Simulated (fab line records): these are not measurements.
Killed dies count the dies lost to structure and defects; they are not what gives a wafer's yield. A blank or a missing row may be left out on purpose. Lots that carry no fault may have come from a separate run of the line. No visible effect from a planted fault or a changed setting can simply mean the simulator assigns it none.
A single fault, viewed from 3 desks :: flow nand-harc :: numbers are kept per desk, each desk with only its own; the story behind them comes last

== DESK OF THE TOOL OWNER: litho-track-01 ==
At NHARC_A_SLIT_SOFTBAKE_04 (time 55 s), the tool's own readings, given per lot that ran on this tool as the mean of the sampled wafers with a number. The brackets show how far a lot's mean lies from the usual mean; more than 4 standard deviations puts the lot out of limits, marked OUT.
Columns: A = heater-power-total-W at NHARC_A_SLIT_SOFTBAKE_04, usual 188.45 W
lot: L592
first seen here: day 23 04:00
A: 188.44

lot: L597
first seen here: day 24 03:00
A: 185.06 (-24) OUT

lot: L599
first seen here: day 25 01:00
A: 185.25 (-23) OUT

lot: L606
first seen here: day 28 00:00
A: 188.38

lot: L608
first seen here: day 28 11:00
A: 188.34
This desk finds L597, L599 out of limits, L597 being first, at day 24 03:00 (heater-power-total-W at NHARC_A_SLIT_SOFTBAKE_04). Within limits: L592, L606, L608.

== THE METROLOGY DESK ==
What the gauges read, lot by lot, whatever tool the lot ran on: means of the sampled wafers that have a number. The brackets show how far a lot's mean lies from the usual mean; more than 4 standard deviations puts the lot out of limits, marked OUT.
Columns: A = thk-nm at NHARC_A_SGD_CUT_THK_MEAS_22, usual 148.3 nm
lot: L590
first seen here: day 20 16:04
A: 147.8

lot: L589
first seen here: day 21 07:23
A: 149.3

lot: L592
first seen here: day 22 22:28
A: 148.0

lot: L597
first seen here: day 23 21:51
A: 149.3

lot: L599
first seen here: day 24 19:44
A: 149.6

lot: L601
first seen here: day 25 09:50
A: 148.8

lot: L603
first seen here: day 25 19:32
A: 147.3

lot: L604
first seen here: day 26 18:20
A: 148.2

lot: L605
first seen here: day 27 05:25
A: 149.7

lot: L606
first seen here: day 27 19:44
A: 147.7

lot: L607
first seen here: day 27 19:45
A: 148.4

lot: L608
first seen here: day 28 05:46
A: 147.9

lot: L609
first seen here: day 29 01:35
A: 146.0
This desk's verdict: no lot among the 13 shows anything out of limits.

== THE DEFECT DESK ==
Per lot, the means of the sampled wafers with a number show what the inspections along the route counted. The brackets show how far a lot's mean lies from the usual mean; more than 4 standard deviations puts the lot out of limits, marked OUT.
Columns: A = raw-defect-count at NHARC_A_SGD_CUT_INSPECT_25, usual 351
lot: L590
first seen here: day 20 16:34
A: 380

lot: L589
first seen here: day 21 07:51
A: 390

lot: L592
first seen here: day 22 22:55
A: 403

lot: L597
first seen here: day 23 22:19
A: 392

lot: L599
first seen here: day 24 20:14
A: 314

lot: L601
first seen here: day 25 10:19
A: 367

lot: L603
first seen here: day 25 20:00
A: 382

lot: L604
first seen here: day 26 18:50
A: 296

lot: L605
first seen here: day 27 05:53
A: 356

lot: L606
first seen here: day 27 20:13
A: 260

lot: L607
first seen here: day 27 20:13
A: 321

lot: L608
first seen here: day 28 06:14
A: 256

lot: L609
first seen here: day 29 02:05
A: 308
This desk's verdict: no lot among the 13 shows anything out of limits.

== PUT TOGETHER ==
The tool owner's desk had the chance to raise an alarm at day 24 03:00 on L597, L599.
Nothing out of limits was seen by the metrology desk.
Nothing out of limits was seen by the defect desk.
The metrology desk has L597, L599 on record, within its limits.
The defect desk has L597, L599 on record, within its limits.
NHARC_A_SLIT_SOFTBAKE_04 was run on litho-track-01 by each of the lots named.

== WHAT THE SIMULATOR HAD PUT IN ==
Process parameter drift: litho-track-01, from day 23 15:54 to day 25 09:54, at NHARC_A_SLIT_SOFTBAKE_04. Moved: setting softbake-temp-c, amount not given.
Lots struck among those shown: L597, L599.
Each desk's first reading out of limits, in hours after the fault started: the tool owner's desk, 11.
